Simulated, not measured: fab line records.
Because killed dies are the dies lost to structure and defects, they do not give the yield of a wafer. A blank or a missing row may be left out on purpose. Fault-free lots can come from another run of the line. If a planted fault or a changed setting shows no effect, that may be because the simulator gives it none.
Problem report in the 8D (eight disciplines) form, filled by code	flow n5_finfet	the parts of the form that need people (team, actions taken, sign-off) are left out

## 1. WHAT IS WRONG
At N5_BEOL_M15_INSPECT_12, raw_defect_count averages 15.5 over 2 wafers from 2 lots, while fault-free wafers read 1.9, standard deviation 1.4. Relative to the usual mean, that is a shift of +9.7 standard deviations.
The step: inspects for defects (macro).
The first sign was on wafer L354.6 at day 18 02:15, on defect_inspect-01. Wafers with a number at this step in the record: 33, from 12 lots. By rule, "out" or "out of limits" means more than 4 standard deviations away from the usual mean. The rest of the wafers with a number are treated as sound.

## 2. WHAT IT IS AND WHAT IT IS NOT
question	is	is not
which readings at this step	raw_defect_count	-
which lots	L354, L359	L343, L345, L347, L348, L349, L350, L351, L358, L363, L365
which wafers of those lots	L354.6, L359.6	L354.3, L354.5, L359.3, L359.4
read on which gauges	defect_inspect-01	defect_inspect-02
when	from day 18 02:15	up to then (21 sound wafers); but 10 sound wafers of L358, L359, L363, L365 came after

## 3. SUSPECTS, AND WHAT RULES EACH OUT
Counting: any tool at a process step up to the reading remains a suspect provided it ran every lot that is out. Sound lots after the first of them don't rule it out here, since some wafers of a struck lot are sound.
- the gauge at N5_BEOL_M15_INSPECT_12: kept. All the wafers that are out were read on defect_inspect-01, and no step on other tools shows them out.
- pecvd-04 at N5_BEOL_M15_ILD_DEP_00 (deposits SiO2 from TEOS/O2, target thk 1629.3 nm, time 346.1 s): kept. Every lot that is out went through it, the first being L354 (day 18 01:31); the last sound lot it ran before that was L348 (day 17 09:03).
- Within pecvd-04 at N5_BEOL_M15_ILD_DEP_00: the wafers that are out ran in chamber 0; their sound lot-mates ran in chambers 1, 2.
What counting leaves: pecvd-04 at N5_BEOL_M15_ILD_DEP_00 and defect_inspect-01 at N5_BEOL_M15_INSPECT_12.

## 4. THE CAUSE (what the simulator had put in)
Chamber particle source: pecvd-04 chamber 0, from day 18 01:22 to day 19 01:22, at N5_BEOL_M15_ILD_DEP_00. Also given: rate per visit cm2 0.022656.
Counting leaves 2 suspects; this tool is one of them.

## 5. THE CHAIN OF EFFECTS, in route order
Rows list readings where the struck wafers' mean (over those with a number) sits beyond 3 standard deviations from the usual. Only readings for which the record gives a usual standard deviation are gone through. hours: the time from each lot's start at the first step in this table that gives one to its start at this step, as a median over the lots. sigmas: the change in usual standard deviations.
hours	step	reading	usual	on struck wafers	change	sigmas
0	N5_BEOL_M15_INSPECT_12	raw_defect_count	1.9	15.5	+13.6	+9.7

## 6. WHAT WOULD HAVE CAUGHT IT SOONER
In this record the first reading out of limits at a measuring or inspecting step was taken at day 18 02:15, 1 hour after the fault began at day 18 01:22.
No tool reading at N5_BEOL_M15_ILD_DEP_00 that has a usual standard deviation in the record was out on any struck wafer, so an alarm limit of 4 standard deviations on those readings would not have fired.
Of the lots that are out (2), L359 began N5_BEOL_M15_ILD_DEP_00 on pecvd-04 after day 18 02:15. Putting the tool on hold at that point would have spared it.
